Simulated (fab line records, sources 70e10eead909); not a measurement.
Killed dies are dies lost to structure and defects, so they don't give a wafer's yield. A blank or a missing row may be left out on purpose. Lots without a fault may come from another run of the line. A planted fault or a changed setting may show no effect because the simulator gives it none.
Which tool did it? | flow nand_harc | 12 lots, 35 wafers sampled, at 5 steps of a route of 1159

WHAT THE GAUGES READ, wafer by wafer
NHARC_END_SORT_01. Usual: killed_at_array 26, standard deviation 11; killed_at_other 0.4, standard deviation 0.78; killed_at_periphery 3.4, standard deviation 2.4; killed_dies 29, standard deviation 11; killed_open 3.1, standard deviation 1.9; killed_short 1.9, standard deviation 1.4.
lot  | measured     | on        | killed_at_array | killed_at_other | killed_at_periphery | killed_dies | killed_open | killed_short | flag
L468 | day 23 00:50 | prober-02 | 673 673 12      | 0 0 1           | 4 4 6               | 677 677 19  | 3 1 1       | 0 1 0        | OFF
L469 | day 23 17:24 | prober-02 | 12 675 14       | 1 0 0           | 2 2 1               | 15 677 15   | 1 3 1       | 0 2 1        | OFF
L471 | day 24 00:25 | prober-02 | 676 26          | 0 0             | 1 2                 | 677 28      | 6 2         | 0 1          | OFF

WHICH TOOL RAN EACH LOT (tool, then ch and the chambers of the sampled wafers, then the start)
lot  | NHARC_A_STAIRCASE_DESCUM_11        | NHARC_A_STAIRCASE_TRIM_22                     | NHARC_A_STAIRCASE_ETCH_23          | NHARC_A_STAIRCASE_TRIM_26
L463 | rie_diel-13 ch 0,1,3, day 10 19:08 | rie_diel-06 ch 0,2, day 10 20:41 or earlier   | rie_diel-06 ch 0,1, day 10 20:41   | rie_diel-06 ch 0,1,2, no start
L464 | rie_diel-01 ch 1,3, day 10 19:17   | rie_diel-01 ch 1,2,3, day 10 20:49 or earlier | rie_diel-01 ch 0,1,3, day 10 20:49 | rie_diel-01 ch 0,1,3, no start
L468 | rie_diel-06 ch 0,1,3, day 11 22:14 | rie_diel-01 ch 2,3, day 11 23:59 or earlier   | rie_diel-01 ch 1,3, day 11 23:59   | rie_diel-01 ch 1,2,3, day 23 00:50 or earlier
L469 | rie_diel-01 ch 0,2,3, day 12 09:12 | rie_diel-01 ch 0,2,3, day 12 10:46 or earlier | rie_diel-01 ch 0,2,3, day 12 10:46 | rie_diel-01 ch 1,2, day 23 17:24 or earlier
L471 | rie_diel-06 ch 0,2, day 13 01:41   | rie_diel-01 ch 2,3, day 13 03:30 or earlier   | rie_diel-01 ch 0,1, day 13 03:30   | rie_diel-01 ch 0,1, day 24 00:25 or earlier
L476 | rie_diel-06 ch 0,1, day 13 23:19   | rie_diel-13 ch 1,3, day 14 01:53 or earlier   | rie_diel-13 ch 2,3, day 14 01:53   | rie_diel-13 ch 0,2,3, no start
L477 | rie_diel-13 ch 1,3, day 14 09:35   | rie_diel-13 ch 0,3, day 14 12:05 or earlier   | rie_diel-13 ch 0,1, day 14 12:05   | rie_diel-13 ch 1,3, no start
L480 | rie_diel-13 ch 0,1,2, day 14 23:01 | rie_diel-13 ch 0,1,2, day 15 00:44 or earlier | rie_diel-13 ch 1,2,3, day 15 00:44 | rie_diel-13 ch 1,2,3, no start
L482 | rie_diel-01 ch 0,2,3, day 15 11:34 | rie_diel-13 ch 1,2,3, day 15 13:35 or earlier | rie_diel-13 ch 0,2,3, day 15 13:35 | rie_diel-13 ch 0,1,2, no start
L483 | rie_diel-06 ch 0,1, day 15 17:23   | rie_diel-01 ch 2,3, day 15 19:01 or earlier   | rie_diel-01 ch 1,3, day 15 19:01   | rie_diel-01 ch 0,1,2, no start
L484 | rie_diel-01 ch 2,3, day 15 20:42   | rie_diel-06 ch 0,1,2, day 15 22:23 or earlier | rie_diel-06 ch 0,2,3, day 15 22:23 | rie_diel-06 ch 0,2, no start
L486 | rie_diel-01 ch 0,1,2, day 16 19:07 | rie_diel-01 ch 0,2, day 16 21:10 or earlier   | rie_diel-01 ch 0,1,3, day 16 21:10 | rie_diel-01 ch 1,2,3, no start
- NHARC_A_STAIRCASE_DESCUM_11: chemistry O2, time 3 s.
- NHARC_A_STAIRCASE_TRIM_22: chemistry O2, time 211.2 s.
- NHARC_A_STAIRCASE_ETCH_23: etches the open film in C4F8/O2, target depth 100 nm, time 40.5 s.
- NHARC_A_STAIRCASE_TRIM_26: chemistry O2, time 211.2 s.

WHAT THE TOOLS THEMSELVES READ (means of the sampled wafers that have a number; where no wafer has one, the mark that the record gives instead)
NHARC_A_STAIRCASE_DESCUM_11. Usual: drypump_motor_current_A 5.9 A, standard deviation 0.41; oes_product_au 0.998 a.u., standard deviation 0.0084; rf_vpp_V 57.8 V, standard deviation 0.93; showerhead_plenum_p_Torr 1.89 Torr, standard deviation 0.096; throttle_valve_pct 11.313 %, standard deviation 0.0086.
lot  | tool        | drypump_motor_current_A (A) | oes_product_au (a.u.) | rf_vpp_V (V) | showerhead_plenum_p_Torr (Torr) | throttle_valve_pct (%) | flag
L463 | rie_diel-13 | 5.4                         | 1.006                 | 57.5         | 1.85                            | 11.309                 |
L464 | rie_diel-01 | 5.9                         | 0.993                 | 57.8         | 1.89                            | 11.305                 |
L468 | rie_diel-06 | 6.2                         | 0.996                 | 57.8         | 1.92                            | 11.313                 |
L469 | rie_diel-01 | 5.9                         | 0.993                 | 58.5         | 1.87                            | 11.314                 |
L471 | rie_diel-06 | 6.2                         | 0.992                 | 58.5         | 1.96                            | 11.317                 |
L476 | rie_diel-06 | 6.3                         | 1.003                 | 58.2         | 1.98                            | 11.308                 |
L477 | rie_diel-13 | 5.4                         | 0.983                 | 57.2         | 1.78                            | 11.306                 |
L480 | rie_diel-13 | 5.8                         | 0.998                 | 58.2         | 1.94                            | 11.319                 |
L482 | rie_diel-01 | 5.9                         | 1.011                 | 58.0         | 1.86                            | 11.309                 |
L483 | rie_diel-06 | 6.3                         | 1.001                 | 58.5         | 1.98                            | 11.303                 |
L484 | rie_diel-01 | 5.9                         | 1.004                 | 57.8         | 1.88                            | 11.312                 |
L486 | rie_diel-01 | 5.7                         | 1.010                 | 57.4         | 1.82                            | 11.319                 |

NHARC_A_STAIRCASE_TRIM_22. Usual: drypump_motor_current_A 5.9 A, standard deviation 0.39; oes_product_au 0.999 a.u., standard deviation 0.0087; rf_vpp_V 57.7 V, standard deviation 0.9; showerhead_plenum_p_Torr 3.47 Torr, standard deviation 0.15; throttle_valve_pct 17.037 %, standard deviation 0.0094.
lot  | tool        | drypump_motor_current_A (A) | oes_product_au (a.u.) | rf_vpp_V (V) | showerhead_plenum_p_Torr (Torr) | throttle_valve_pct (%) | flag
L463 | rie_diel-06 | 6.3                         | 1.007                 | 59.0         | 3.61                            | 17.040                 |
L464 | rie_diel-01 | 5.8                         | 0.993                 | 57.7         | 3.42                            | 17.042                 |
L468 | rie_diel-01 | 5.8                         | 0.997                 | 57.6         | 3.42                            | 17.031                 |
L469 | rie_diel-01 | 5.9                         | 0.993                 | 57.1         | 3.46                            | 17.044                 |
L471 | rie_diel-01 | 5.9                         | 0.998                 | 57.6         | 3.44                            | 17.037                 |
L476 | rie_diel-13 | 5.3                         | 0.995                 | 58.1         | 3.33                            | 17.024                 |
L477 | rie_diel-13 | 5.5                         | 1.007                 | 57.9         | 3.38                            | 17.038                 |
L480 | rie_diel-13 | 5.8                         | 1.006                 | 58.7         | 3.57                            | 17.033                 |
L482 | rie_diel-13 | 5.7                         | 1.001                 | 57.3         | 3.47                            | 17.040                 |
L483 | rie_diel-01 | 5.9                         | 1.005                 | 57.6         | 3.40                            | 17.042                 |
L484 | rie_diel-06 | 6.3                         | 0.998                 | 59.1         | 3.61                            | 17.035                 |
L486 | rie_diel-01 | 5.8                         | 1.009                 | 57.5         | 3.37                            | 17.040                 |

NHARC_A_STAIRCASE_ETCH_23. Usual: oes_product_au 0.941 a.u., standard deviation 0.014; rf_vpp_V 894 V, standard deviation 5.9.
lot  | tool        | oes_product_au (a.u.) | rf_vpp_V (V) | flag
L463 | rie_diel-06 | 0.958                 | 900          |
L464 | rie_diel-01 | 0.932                 | 894          |
L468 | rie_diel-01 | 1.090                 | 891          | OFF
L469 | rie_diel-01 | 1.018                 | 893          | OFF
L471 | rie_diel-01 | 1.042                 | 890          | OFF
L476 | rie_diel-13 | 0.946                 | 899          |
L477 | rie_diel-13 | 0.936                 | 894          |
L480 | rie_diel-13 | 0.946                 | 894          |
L482 | rie_diel-13 | 0.949                 | 897          |
L483 | rie_diel-01 | 0.960                 | 891          |
L484 | rie_diel-06 | 0.929                 | 895          |
L486 | rie_diel-01 | 0.944                 | 892          |

NHARC_A_STAIRCASE_TRIM_26. Usual: drypump_motor_current_A 5.9 A, standard deviation 0.41; oes_product_au 0.998 a.u., standard deviation 0.01; rf_vpp_V 57.5 V, standard deviation 0.91; showerhead_plenum_p_Torr 3.47 Torr, standard deviation 0.16; throttle_valve_pct 17.036 %, standard deviation 0.009.
lot  | tool        | drypump_motor_current_A (A) | oes_product_au (a.u.) | rf_vpp_V (V) | showerhead_plenum_p_Torr (Torr) | throttle_valve_pct (%) | flag
L463 | rie_diel-06 | 6.3                         | 1.012                 | 57.7         | 3.64                            | 17.035                 |
L464 | rie_diel-01 | 5.8                         | 0.990                 | 57.4         | 3.46                            | 17.039                 |
L468 | rie_diel-01 | 5.8                         | 1.000                 | 58.5         | 3.41                            | 17.039                 |
L469 | rie_diel-01 | 5.7                         | 0.994                 | 57.4         | 3.34                            | 17.039                 |
L471 | rie_diel-01 | 5.7                         | 0.983                 | 56.5         | 3.40                            | 17.034                 |
L476 | rie_diel-13 | 5.9                         | 0.987                 | 57.6         | 3.55                            | 17.041                 |
L477 | rie_diel-13 | 5.4                         | 0.990                 | 56.2         | 3.30                            | 17.030                 |
L480 | rie_diel-13 | 5.7                         | 0.987                 | 57.9         | 3.47                            | 17.031                 |
L482 | rie_diel-13 | 5.8                         | 1.002                 | 58.2         | 3.56                            | 17.039                 |
L483 | rie_diel-01 | 5.7                         | 1.004                 | 57.4         | 3.37                            | 17.035                 |
L484 | rie_diel-06 | 6.1                         | 0.991                 | 58.3         | 3.59                            | 17.033                 |
L486 | rie_diel-01 | 5.8                         | 1.004                 | 56.7         | 3.39                            | 17.037                 |

THE ANSWER, worked out from the rows above alone
Rule: a lot is off if the mean of its wafers that have a number lies more than 3 standard deviations from the usual mean. A lot without any number at a reading at which 4 lots or more have one is off too. The other lots that the step has rows for count as sound. The gauges are gone through in route order, then the tools' own readings, and for those a lot's mean is taken as printed above. The first step at which some lot is off is used, and at that step the reading that is off furthest; a lot without a number counts as furthest.
Off: L468, L469, L471, at NHARC_END_SORT_01 (killed_dies). Neither off nor sound, because the step has no rows for them: L463, L464, L476, L477, L480, L482, L483, L484, L486.
A tool fits if, at a process step before that reading, it ran every lot that is off, and no sound lot after the first of them. The gauges at NHARC_END_SORT_01 aren't tried: what is off there is off at NHARC_A_STAIRCASE_ETCH_23 too, on other tools, and a gauge's error can't cause that. NHARC_A_STAIRCASE_TRIM_22 gives no start for some lots, so the hours and the order of its lots are those of NHARC_A_STAIRCASE_ETCH_23. NHARC_A_STAIRCASE_TRIM_26 gives no start for some lots, so the hours and the order of its lots are those of NHARC_END_SORT_01. One fits: rie_diel-01 at NHARC_A_STAIRCASE_TRIM_22 and NHARC_A_STAIRCASE_ETCH_23 and NHARC_A_STAIRCASE_TRIM_26. It ran no sound lot before its first lot that is off in this sample, so the start can't be narrowed down.

WHAT THE SIMULATOR HAD PUT IN
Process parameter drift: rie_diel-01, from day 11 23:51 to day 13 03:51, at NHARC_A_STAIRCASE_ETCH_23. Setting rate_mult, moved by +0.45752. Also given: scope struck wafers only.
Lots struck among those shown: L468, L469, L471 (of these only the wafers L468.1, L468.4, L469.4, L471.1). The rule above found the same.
